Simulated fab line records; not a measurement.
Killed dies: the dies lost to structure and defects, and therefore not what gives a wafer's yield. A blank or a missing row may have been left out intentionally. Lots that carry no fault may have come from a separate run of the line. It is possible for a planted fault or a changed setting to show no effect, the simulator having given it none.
The tool behind it: which one? | flow n5Finfet | 27 wafers from 9 lots sampled at 3 of the route's 1938 steps

== WHAT THE GAUGES READ, wafer by wafer ==
N5_STI_FIN_REVEAL_INSPECT_13: inspects for defects (darkfield).
lot  | measured    | on               | rawDefectCount
L255 | day 2 15:12 | defectInspect-02 | 12 16 12
L256 | day 2 19:49 | defectInspect-02 | 17 15 9
L258 | day 3 07:17 | defectInspect-02 | 4 9 5
L266 | day 5 15:08 | defectInspect-02 | 538 11 496
L267 | day 5 19:18 | defectInspect-01 | 537 19 10
L269 | day 6 00:35 | defectInspect-02 | 5 5 7
L271 | day 6 12:30 | defectInspect-02 | 16 13 12
L273 | day 7 00:58 | defectInspect-01 | 10 11 10
L277 | day 8 00:20 | defectInspect-02 | 9 19 10

== TOOL THAT RAN EACH LOT (tool first, then ch and the chambers of the sampled wafers, then the start) ==
lot  | N5_STI_FIN_REVEAL_ETCHBACK_08    | N5_STI_FIN_REVEAL_OXIDATION_31
L255 | rieDiel-05 ch 0,1,2, day 2 12:04 | plasmaAsher-01 ch 0,1, day 2 14:29
L256 | rieDiel-04 ch 1,2,3, day 2 16:38 | plasmaAsher-01 ch 0, day 2 19:11
L258 | rieDiel-05 ch 1,2, day 3 04:14   | plasmaAsher-02 ch 0,1, day 3 06:38
L266 | rieDiel-04 ch 0,1,3, day 5 12:02 | plasmaAsher-02 ch 0,1, day 5 14:30
L267 | rieDiel-05 ch 0,1,3, day 5 16:15 | plasmaAsher-02 ch 0,1, day 5 18:40
L269 | rieDiel-04 ch 0,2,3, day 5 21:33 | plasmaAsher-01 ch 0,1, day 5 23:57
L271 | rieDiel-04 ch 0,1,2, day 6 09:27 | plasmaAsher-01 ch 0,1, day 6 11:51
L273 | rieDiel-02 ch 0,1,2, day 6 21:38 | plasmaAsher-01 ch 0,1, day 7 00:20
L277 | rieDiel-05 ch 0,1,3, day 7 21:19 | plasmaAsher-01 ch 0,1, day 7 23:43
- N5_STI_FIN_REVEAL_ETCHBACK_08: etches SiO2 in C4F6/O2, target depth 30.5 nm, time 10.167 s.
- N5_STI_FIN_REVEAL_OXIDATION_31: chemistry O2 PLASMA REMOTE, time 20 s.

== THE ANSWER, worked out from the rows above alone ==
Rule: the lots themselves supply what counts as usual. Put in order of their means at a reading, lots are off if they are a third of the lots or fewer, leave a main group of 4 or more, and stand apart from it by a gap of 3 or more times the standard deviation of the main group's means; of several such gaps the widest counts. The tables above print the reading to a certain number of digits; a main group whose means all agree to those digits is not used. Also off: a lot with no number at a reading for which 4 or more lots have one. Where the step has rows for the other lots, those lots are counted as sound.
Off: L266, L267 (N5_STI_FIN_REVEAL_INSPECT_13, rawDefectCount). For the main group the mean is 11 and the standard deviation 3.3.
If a tool, at a process step before that reading, ran all the lots that are off and no sound lot after the first of them, it fits. The gauges at N5_STI_FIN_REVEAL_INSPECT_13 are tried like those tools. One fits: plasmaAsher-02 at N5_STI_FIN_REVEAL_OXIDATION_31. Its last sound lot is L258 (day 3 06:38), its first lot that is off L266 (day 5 14:30): a fault that began between those two fits.

== WHAT THE SIMULATOR HAD INSERTED ==
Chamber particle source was plasmaAsher-02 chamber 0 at N5_STI_FIN_REVEAL_OXIDATION_31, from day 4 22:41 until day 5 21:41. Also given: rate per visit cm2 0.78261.
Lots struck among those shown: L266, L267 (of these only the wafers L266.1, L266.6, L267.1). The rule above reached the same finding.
